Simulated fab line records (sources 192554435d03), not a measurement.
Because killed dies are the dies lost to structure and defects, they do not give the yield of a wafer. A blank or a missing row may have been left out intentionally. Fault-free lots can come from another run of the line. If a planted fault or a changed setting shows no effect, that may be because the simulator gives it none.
A struck lot beside a sound one -- flow n5 finfet -- 39 steps out of a route of 1938
Sound: wafers L401.2, L401.4, L401.6. Struck: wafer L414.5. (L414.4 of the same lot was not struck and is left out.) The cause comes at the end.
Order at every step that has rows: each side's tool, ch and its chambers, its first start. Under that, the readings that differ: sound wafers -- struck wafers -- difference of the means -- sigmas: that difference in standard deviations of wafers without a fault.
alike: a reading whose means differ by less than 2 such deviations, as well as words and numbers matching on both sides. not compared: withheld readings; readings where some wafer has no value; bounds like >300 that might hide an equal value; numbers whose values overlap and for which the record gives no deviation.
A row with sigmas, a row that says differs or no value, or rows on one side alone: a step with any of these is where the two part. When numbers do not overlap yet have no deviation, they are printed without sigmas and do not part them. A reading missing from all wafers of one side parts the sides only when that side holds two or more wafers.

first, 9 steps without rows for these wafers: N5_HKMG_FIN_SOFTBAKE_07 (time 60 s); N5_HKMG_FIN_EXPOSE_09 (exposes mask NWFM); N5_HKMG_FIN_PEB_10 (peb time 60 s); N5_HKMG_FIN_DEVELOP_11 (develop time 30 s); N5_HKMG_FIN_DESCUM_17 (chemistry O2, time 7.9 s); N5_HKMG_FIN_ETCH_31 (etches SiARC in CF4, target depth 45.5 nm, time 75.8 s); N5_HKMG_FIN_ETCH_32 (etches SOC in N2/H2, target depth 240 nm, time 300 s); N5_HKMG_FIN_STRIP_33 (strips in N2/H2); N5_HKMG_FIN_STRIP_34 (strips in CF4).
N5_HKMG_FIN_ETCH_35: etches SOC in N2/H2, target depth 215.8 nm, time 243.4 s.
  sound on rie diel-06 ch 0,1,3, day 6 10:44; struck on rie diel-06 ch 2, day 9 16:10
reading,sound,struck,difference,sigmas
run length s (s),267.0 266.8 267.4,190.8,-76.3,-99 or more
model.SOC_of_HKMG_FIN_COAT_29.thk nm (nm),87.2 91.4 81.4,141.6,+54.9,
model.etch.depth nm (nm),214.3 208.8 219.8,159,-55,
model.HKMG_FIN.feature depth nm (nm),214.4 208.8 219.8,159,-55,
  alike: drypump motor current A, oes product au, rf vpp V, showerhead plenum p Torr, throttle valve pct
  not compared: rf hours counter h
N5_HKMG_FIN_STRIP_92: strips SOC in N2/H2, time 20 s.
  sound on rie diel-06 ch 0,1,3, day 6 10:53; struck on rie diel-06 ch 2, day 9 16:16
reading,sound,struck,difference,sigmas
model.SOC_of_HKMG_FIN_COAT_29.thk nm (nm),76.8 82 71,130.8,+54.2,
  alike: drypump motor current A, oes product au, power w, rf vpp V, showerhead plenum p Torr, throttle valve pct
  not compared: rf hours counter h
then, 26 steps without rows for these wafers: N5_HKMG_FIN_WET_ETCH_18 (etches TiN in SC1, time 55 s, target depth 5.2 nm, rinse time 30 s); N5_HKMG_FIN_STRIP_19 (strips in N2/H2, time 360 s); N5_HKMG_FIN_ALD_91 (deposits TiN, target thk 1 nm, pulse time 1 s, purge time 3 s); N5_HKMG_FIN_COAT_85 (time 60 s, resist thk 300 nm); N5_HKMG_FIN_ETCH_86 (etches SOC in N2/H2, stops on TiN, target depth 393.2 nm); N5_HKMG_FIN_STRIP_89 (strips SOC in N2/H2, time 20 s); N5_HKMG_FIN_WET_ETCH_87 (etches TiN in SC1, time 154.2 s, target depth 4.7 nm, rinse time 30 s); N5_HKMG_FIN_STRIP_88 (strips in N2/H2, time 360 s); N5_HKMG_FIN_NWFM_ALD_20 (deposits TiAlC, target thk 2 nm, pulse time 3 s, purge time 2 s); N5_HKMG_FIN_ALD_71 (deposits TiN, target thk 1 nm, pulse time 1 s, purge time 3 s); N5_HKMG_FIN_COAT_66 (time 60 s, resist thk 300 nm); N5_HKMG_FIN_ETCH_67 (etches SOC in N2/H2, stops on TiN, target depth 388.9 nm); N5_HKMG_FIN_STRIP_90 (strips SOC in N2/H2, time 20 s); N5_HKMG_FIN_WET_ETCH_73 (etches the open film in SC1, time 42.3 s, target depth 1.3 nm, rinse time 30 s); N5_HKMG_FIN_ETCHBACK_68 (etches the open film in Cl2/Ar, stops on HfO2, target depth 0.5 nm); N5_HKMG_FIN_STRIP_69 (strips in N2/H2, time 360 s); N5_HKMG_FIN_ALD_21 (deposits TiN, target thk 1.5 nm, pulse time 1 s, purge time 3 s); N5_HKMG_FIN_ALD_72 (deposits W, target thk 2 nm, pulse time 1 s, purge time 2 s); N5_HKMG_FIN_W_FILL_22 (material W, target thk 60 nm, time 18.2 s); N5_HKMG_FIN_PRECLEAN_83 (cleans in DIW, time 57.5 s); N5_HKMG_FIN_SRD_84 (dry time 32 s); N5_HKMG_FIN_CMP_23 (polishes, stops on SiNx, t overpolish 10 s, target thk 46.326 nm); N5_HKMG_FIN_CMP_94 (polishes, stops on SiNx, t overpolish 4.7 s, target thk 43.299 nm); N5_GATE_CUT_ETCHBACK_00 (etches W in SF6/Cl2); N5_GATE_CUT_ETCH_56 (etches TiN in Cl2/Ar, target depth 21.6 nm); N5_GATE_CUT_ETCHBACK_30 (etches TiN in Cl2/Ar, target depth 3 nm).
-- a jump in the record: the struck wafers' starts before and after are 4 days apart (it breaks off in module GATE_CUT and resumes in module BEOL_M4, where the first step shown is number 1111 of the route) --
N5_BEOL_M4_RC_MEAS_101:
  sound on prober-02 ch 0, day 10 00:01; struck on prober-01 ch 0, day 13 18:43
reading,sound,struck,difference,sigmas
IOFF_N_LONG (nA/um),5.04e-05 5.04e-05 4.86e-05,4.08e-05,-9.00e-06,-3
ION_N (uA/um),671 683 661,506,-166,-11
VT_N_LONG (mV),277.4 278.2 278.9,287.3,+9.1,+4
  alike: DIBL_N, DIBL_P, IOFF_N, IOFF_P, ION_P, SS_N, SS_P, VT_N, VT_N_LVT, VT_P
-- here the record skips 4 days between the struck wafers' starts before and after, leaving off in module BEOL_M4 and picking up in module PASSIVATION (first step shown: number 1936 of the route) --
N5_PASSIVATION_PROBE_49:
  sound on prober-01, day 14 13:41; struck on prober-01, day 18 00:36
reading,sound,struck,difference,sigmas
sort_bin_8_speed (%),0 0,91.9,+91.9,+99 or more
sort n pass,1087 1101,0,-1094,-55
sort yield pct (%),92.1 93.3,0,-93,-55
  alike: defect limited yield, killed_at_M0_to_M3, killed_at_M4_up, killed at contacts, killed at front end, killed at other, killed dies, killed open, killed short, sort_bin_5_function, sort_bin_6_memory

## WHERE THEY PART
Last at N5_PASSIVATION_PROBE_49 as far as this record goes, first at N5_HKMG_FIN_ETCH_35.

WHY: the cause the simulator had injected
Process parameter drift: rie diel-06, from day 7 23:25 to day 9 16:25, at N5_HKMG_FIN_ETCH_35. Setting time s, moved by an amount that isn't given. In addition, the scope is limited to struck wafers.
